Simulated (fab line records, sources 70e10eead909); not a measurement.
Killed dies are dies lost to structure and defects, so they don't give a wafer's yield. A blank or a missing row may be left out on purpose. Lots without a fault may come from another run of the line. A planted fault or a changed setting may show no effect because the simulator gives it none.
A struck lot beside a sound one | flow nand_harc | 15 steps out of a route of 1159
Sound: wafers L439.1, L439.4, L439.6. Struck: wafers L442.2, L442.3, L442.5. The cause comes at the end.
At each step with rows: each side's tool, then ch and its chambers, then its first start. Under that, the readings that differ: sound wafers | struck wafers | difference of the means | sigmas: that difference in standard deviations of wafers without a fault.
alike: readings whose means differ by less than 2 such deviations, and words and numbers that are the same on both sides. not compared: withheld readings, readings that some wafer has no value for, bounds like >300 that may hide the same value, and numbers for which the record gives no deviation and whose values overlap.
The two part at a step that has a row with sigmas, a row that says differs or no value, or rows on one side only. Numbers that don't overlap but have no deviation are shown without sigmas and don't part them. A reading that every wafer of one side lacks parts them only if that side has two wafers or more.

NHARC_A_CONTACT_ETCH_131: etches the open film in C4F8/O2/Ar, time 155 s, target depth 956 nm.
  sound on har_cap_etch-02 ch 1, day 17 07:23; struck on har_cap_etch-03 ch 0,1, day 17 20:31
  not compared: rf_hours_counter_h
NHARC_A_CONTACT_ETCH_132: etches the open film in C4F8/O2/Ar, time 156 s, target depth 958 nm.
  sound on har_cap_etch-02 ch 1, day 17 07:31; struck on har_cap_etch-03 ch 0,1, day 17 20:40
  not compared: rf_hours_counter_h
NHARC_A_CONTACT_ETCH_133: etches the open film in C4F8/O2/Ar, time 195 s, target depth 840 nm.
  sound on har_cap_etch-02 ch 1, day 17 07:40; struck on har_cap_etch-03 ch 0,1, day 17 20:49
  not compared: rf_hours_counter_h
NHARC_A_CONTACT_ETCH_91: etches the open film in CH3F/O2, target depth 40 nm, time 85.7 s.
  sound on rie_diel-08 ch 0,2, day 17 08:14; struck on rie_diel-08 ch 0,3, day 17 21:22
  alike: drypump_motor_current_A, oes_product_au, rf_vpp_V, showerhead_plenum_p_Torr, throttle_valve_pct
  not compared: rf_hours_counter_h
then, 1 step without rows for these wafers: NHARC_A_CONTACT_ETCH_97 (etches the open film in C4F6/O2, target depth 20 nm, time 10 s).
NHARC_A_CONTACT_CD_MEAS_80:
  sound on cd_sem-01, day 17 08:29; struck on cd_sem-03, day 17 21:41
  alike: cd_nm
then, 3 steps without rows for these wafers: NHARC_A_CONTACT_STRIP_103 (strips in N2/H2); NHARC_A_CONTACT_STRIP_104 (strips in CF4/CHF3); NHARC_A_CONTACT_STRIP_105 (strips in O2/COS).
NHARC_A_CONTACT_ETCH_106: etches the open film in CF4/O2, target depth 60 nm, overetch 6 nm, time 33 s.
  sound on rie_diel-10 ch 0,1, day 17 08:50; struck on rie_diel-08 ch 0,2, day 17 22:04
  alike: drypump_motor_current_A, oes_product_au, rf_vpp_V, showerhead_plenum_p_Torr, throttle_valve_pct
  not compared: rf_hours_counter_h
then, 2 steps without rows for these wafers: NHARC_A_CONTACT_STRIP_82 (strips in O2); NHARC_A_CONTACT_STRIP_83 (strips in post etch residue remover, time 600 s).
NHARC_A_CONTACT_DEP_84: deposits aC, target thk 2000 nm.
  sound on acl_dep-02 ch 0, day 17 10:16; struck on acl_dep-02, day 17 23:53
  no value came back on the struck wafers for susceptor_temp_C (C), throttle_valve_pct (%); on the sound wafers susceptor_temp_C (C) reads 399.78 400.11 400.07
then, 1 step without rows for these wafers: NHARC_A_CONTACT_DEP_85 (deposits SiON, target thk 50 nm).
-- the record jumps here: 3 days lie between the struck wafers' starts before and after (it left off in module A_CONTACT and takes up again in module END, whose first step shown is number 1159 of the route) --
NHARC_END_SORT_01:
  the record has rows for the struck wafers here (prober-02 ch 0, day 20 19:23) and none for the sound ones

WHERE THEY PART
First at NHARC_A_CONTACT_DEP_84; last, within this record, at NHARC_END_SORT_01.

WHY: what the simulator had put in
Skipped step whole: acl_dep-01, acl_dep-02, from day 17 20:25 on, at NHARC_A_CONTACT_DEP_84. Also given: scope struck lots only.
